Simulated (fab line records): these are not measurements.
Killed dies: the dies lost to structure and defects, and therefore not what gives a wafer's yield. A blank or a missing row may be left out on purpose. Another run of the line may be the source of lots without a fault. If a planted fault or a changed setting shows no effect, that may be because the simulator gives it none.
Which tool is to blame? | flow nand_harc | 39 wafers from 13 lots sampled at 4 of the route's 1302 steps

== WHAT THE GAUGES READ, wafer by wafer ==
NHARC_A_CHANNEL_HOLE_D2_OVL_MEAS_11.
lot  | measured     | on         | overlay_x_nm (nm) | overlay_y_nm (nm)
L304 | day 14 02:07 | overlay-01 | 0.3 0.3 0.6       | 0.0 0.0 0.3
L303 | day 14 00:49 | overlay-01 | -0.2 0.1 -0.5     | 0.5 0.5 0.5
L305 | day 15 07:14 | overlay-02 | 0.9 0.8 0.3       | -0.2 -0.1 -0.3
L306 | day 15 07:23 | overlay-01 | 0.2 0.5 -0.2      | 0.8 0.5 0.2
L314 | day 19 05:11 | overlay-01 | -0.8 -1.3 -1.9    | 0.5 1.0 0.9
L316 | day 19 03:14 | overlay-01 | 0.8 0.4 0.5       | -1.5 -1.2 -1.4
L318 | day 20 07:45 | overlay-01 | -0.2 -0.5 0.7     | -1.4 -1.5 -1.8
L317 | day 20 04:02 | overlay-01 | -1.6 -1.2 -1.9    | 1.8 1.0 1.6
L320 | day 20 19:13 | overlay-01 | -0.3 -0.5 0.5     | -0.5 -0.3 -1.0
L321 | day 21 23:58 | overlay-01 | -0.4 -0.9 -0.4    | 0.5 0.4 0.5
L322 | day 22 00:16 | overlay-02 | 0.4 -0.5 0.5      | 0.7 0.7 0.7
L323 | day 22 22:17 | overlay-01 | 1.2 0.6 1.2       | 1.6 1.8 1.6
L324 | day 22 21:32 | overlay-01 | -1.2 -1.3 -1.5    | 1.9 1.9 1.3

== TOOL THAT RAN EACH LOT (tool first, then ch and the chambers of the sampled wafers, then the start) ==
lot  | NHARC_A_DECK1_JOINT_ETCHBACK_00  | NHARC_A_CHANNEL_HOLE_D2_DEP_00 | NHARC_A_CHANNEL_HOLE_D2_SOFTBAKE_05
L304 | rie_si-06 ch 0,1, day 12 04:38   | acl_dep-01 ch 0, day 13 23:23  | litho_track-04 ch 0, day 14 01:00
L303 | rie_si-05 ch 0,2, day 12 04:41   | acl_dep-02 ch 0, day 13 22:04  | litho_track-04 ch 0, day 14 00:00
L305 | rie_si-06 ch 0,1, day 13 12:59   | acl_dep-03 ch 0, day 15 04:28  | litho_track-06 ch 0, day 15 06:00
L306 | rie_si-01 ch 2,3, day 13 13:00   | acl_dep-01 ch 0, day 15 04:52  | litho_track-04 ch 0, day 15 06:00
L314 | rie_si-01 ch 0,1,3, day 17 00:43 | acl_dep-01 ch 0, day 19 02:25  | litho_track-04 ch 0, day 19 04:00
L316 | rie_si-05 ch 0,1,2, day 17 05:04 | acl_dep-01 ch 0, day 19 01:08  | litho_track-01 ch 0, day 19 02:00
L318 | rie_si-05 ch 1,2,3, day 18 11:50 | acl_dep-03 ch 0, day 20 02:26  | litho_track-04 ch 0, day 20 04:00
L317 | rie_si-01 ch 0,2,3, day 18 16:13 | acl_dep-01 ch 0, day 20 01:17  | litho_track-04 ch 0, day 20 03:00
L320 | rie_si-05 ch 0,1,2, day 19 01:33 | acl_dep-01 ch 0, day 20 16:38  | litho_track-06 ch 0, day 20 18:00
L321 | rie_si-05 ch 0,2,3, day 20 05:20 | acl_dep-01 ch 0, day 21 21:09  | litho_track-04 ch 0, day 21 23:00
L322 | rie_si-01 ch 0,2, day 20 08:07   | acl_dep-02 ch 0, day 21 21:21  | litho_track-06 ch 0, day 21 23:00
L323 | rie_si-05 ch 1,2,3, day 20 18:53 | acl_dep-02 ch 0, day 22 19:50  | litho_track-01 ch 0, day 22 21:00
L324 | rie_si-01 ch 2,3, day 21 02:43   | acl_dep-01 ch 0, day 22 19:05  | litho_track-04 ch 0, day 22 20:00
- NHARC_A_DECK1_JOINT_ETCHBACK_00: etches the open film in HBr, target depth 30 nm, time 17.4 s.
- NHARC_A_CHANNEL_HOLE_D2_DEP_00: deposits aC, target thk 3100 nm.
- NHARC_A_CHANNEL_HOLE_D2_SOFTBAKE_05: time 55 s.

== AS READ BY THE TOOLS THEMSELVES (means over the sampled wafers that have a number; for cases with no such wafer, the mark the record gives instead) ==
NHARC_A_DECK1_JOINT_ETCHBACK_00.
lot  | tool      | drypump_motor_current_A (A) | oes_product_au (a.u.) | throttle_valve_pct (%)
L304 | rie_si-06 | 6.4                         | 0.984                 | 23.265
L303 | rie_si-05 | 5.8                         | 0.989                 | 23.260
L305 | rie_si-06 | 6.3                         | 0.998                 | 23.267
L306 | rie_si-01 | 6.2                         | 0.983                 | 23.262
L314 | rie_si-01 | 6.0                         | 0.996                 | 23.260
L316 | rie_si-05 | 5.9                         | 1.002                 | 23.263
L318 | rie_si-05 | 5.7                         | 1.002                 | 23.271
L317 | rie_si-01 | 6.2                         | 0.997                 | 23.268
L320 | rie_si-05 | 5.9                         | 1.001                 | 23.267
L321 | rie_si-05 | 5.7                         | 0.995                 | 23.264
L322 | rie_si-01 | 6.1                         | 1.008                 | 23.267
L323 | rie_si-05 | 5.7                         | 1.006                 | 23.266
L324 | rie_si-01 | 6.2                         | 0.986                 | 23.256

NHARC_A_CHANNEL_HOLE_D2_DEP_00.
lot  | tool       | throttle_valve_pct (%)
L304 | acl_dep-01 | 34.995
L303 | acl_dep-02 | 34.995
L305 | acl_dep-03 | 35.002
L306 | acl_dep-01 | 34.998
L314 | acl_dep-01 | 34.998
L316 | acl_dep-01 | 34.996
L318 | acl_dep-03 | 35.010
L317 | acl_dep-01 | 35.001
L320 | acl_dep-01 | 35.000
L321 | acl_dep-01 | 35.007
L322 | acl_dep-02 | 34.996
L323 | acl_dep-02 | 34.993
L324 | acl_dep-01 | 34.999

NHARC_A_CHANNEL_HOLE_D2_SOFTBAKE_05.
lot  | tool           | heater_power_total_W (W)
L304 | litho_track-04 | 165.46
L303 | litho_track-04 | 188.47
L305 | litho_track-06 | 188.28
L306 | litho_track-04 | 165.50
L314 | litho_track-04 | 188.41
L316 | litho_track-01 | 188.47
L318 | litho_track-04 | 188.58
L317 | litho_track-04 | 188.36
L320 | litho_track-06 | 188.36
L321 | litho_track-04 | 188.57
L322 | litho_track-06 | 188.44
L323 | litho_track-01 | 188.50
L324 | litho_track-04 | 188.52

== THE ANSWER, worked out from the rows above alone ==
Rule: usual is defined by the lots themselves. Put in order of their means at a reading, lots are off if they are a third of the lots or fewer, leave a main group of 4 or more, and stand apart from it by a gap of 3 or more times the standard deviation of the main group's means; of several such gaps the widest counts. If all means in a main group match to the digits the tables above print for the reading, that group is not used. Also off: a lot with no number at a reading for which 4 or more lots have one. The other lots that the step has rows for count as sound. The gauges are gone through in route order, then the tools' own readings, and for those a lot's mean is taken as printed above. The first step at which some lot is off is used, and at that step the reading that is off furthest; a lot without a number counts as furthest.
Off, at NHARC_A_CHANNEL_HOLE_D2_SOFTBAKE_05 on heater_power_total_W: L304, L306. Mean 188.45 W and standard deviation 0.089 in the main group.
If a tool, at that step or one of the process steps before it, ran each lot that is off and ran no sound lot following the first of them, it fits. Of those tried, none fits.

== WHAT THE SIMULATOR PUT IN ==
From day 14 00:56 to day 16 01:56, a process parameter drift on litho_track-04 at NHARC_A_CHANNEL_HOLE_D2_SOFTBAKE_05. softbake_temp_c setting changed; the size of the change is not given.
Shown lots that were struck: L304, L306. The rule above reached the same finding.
